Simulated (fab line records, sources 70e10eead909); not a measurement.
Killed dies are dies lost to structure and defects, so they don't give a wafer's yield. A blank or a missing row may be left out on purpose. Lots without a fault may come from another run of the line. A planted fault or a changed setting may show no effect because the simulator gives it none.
Which tool did it? | flow nand_harc | 7 lots, 21 wafers sampled, at 1 step of a route of 1159

WHAT THE GAUGES READ, wafer by wafer
NHARC_P_BONDPAD_OVL_MEAS_38.
lot  | measured     | on         | overlay_x_nm (nm)
L691 | day 6 14:16  | overlay-02 | -6 -7 -6
L692 | day 7 04:19  | overlay-01 | -3 -3 -3
L702 | day 9 13:04  | overlay-02 | -7 -6 -6
L705 | day 10 01:17 | overlay-02 | 8 8 8
L707 | day 10 12:00 | overlay-02 | 4 4 3
L711 | day 11 08:34 | overlay-02 | 6 6 5
L712 | day 11 18:36 | overlay-01 | 4 5 5

WHICH TOOL RAN EACH LOT (tool, then ch and the chambers of the sampled wafers, then the start)
The record holds no process step before these readings.

THE ANSWER, worked out from the rows above alone
Rule: what is usual is taken from the lots themselves. Put in order of their means at a reading, lots are off if they are a third of the lots or fewer, leave a main group of 4 or more, and stand apart from it by a gap of 3 or more times the standard deviation of the main group's means; of several such gaps the widest counts. A main group whose means are all the same, to the digits that the tables above print for the reading, isn't used. A lot without any number at a reading at which 4 lots or more have one is off too. The other lots that the step has rows for count as sound.
No lot is off at any reading shown: from this, nothing can be told.

WHAT THE SIMULATOR HAD PUT IN
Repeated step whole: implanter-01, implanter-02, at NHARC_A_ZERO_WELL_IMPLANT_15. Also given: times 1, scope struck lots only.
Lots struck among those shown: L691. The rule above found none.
